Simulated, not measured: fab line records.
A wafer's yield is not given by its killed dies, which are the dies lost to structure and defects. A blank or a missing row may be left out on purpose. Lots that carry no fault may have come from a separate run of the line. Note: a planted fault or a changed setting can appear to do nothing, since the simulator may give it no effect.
Chamber matching    flow n5 finfet    rie diel-05 running N5_BEOL_M5_ETCH_75: 4 sister chambers
The step etches underlayer in N2/H2, target depth 6.5 nm, time 5.2 s. 4 wafers are shown with their chamber, then 7 later ones without.

WAFERS, EACH WITH ITS CHAMBER
wafer   chamber  drypump motor current A (A)
L084.3  1        5.1
L087.4  3        6.0
L092.1  2        6.4
L092.2  0        5.3

WAFERS WHOSE CHAMBER IS MISSING
wafer   drypump motor current A (A)
L092.5  6.0
L095.1  5.3
L095.2  6.0
L095.3  6.4
L095.4  6.1
L095.5  5.3
L095.6  6.3

CHAMBER TAKEN BY EACH
wafer   from the rows above  in truth
L092.5  3                    3
L095.1  0                    0
L095.2  3                    3
L095.3  2                    2
L095.4  3                    3
L095.5  0                    0
L095.6  2                    2
Correctly placed: 7 of 7. Not placeable from these rows: 0. Wrongly placed: 0.
How it was worked out, from the rows above alone: a wafer's distance from a chamber is the root of the sum, over the readings, of the square of ((its reading less the chamber's mean) divided by the reading's scatter). The wafer belongs to the nearest chamber; if the next one is less than 2 further off, it can't be placed. A chamber's mean is the mean of its shown wafers. The scatter (one wafer shown for each chamber): square how far every hidden wafer sits from the nearest shown wafer, average those squares and take the square root.
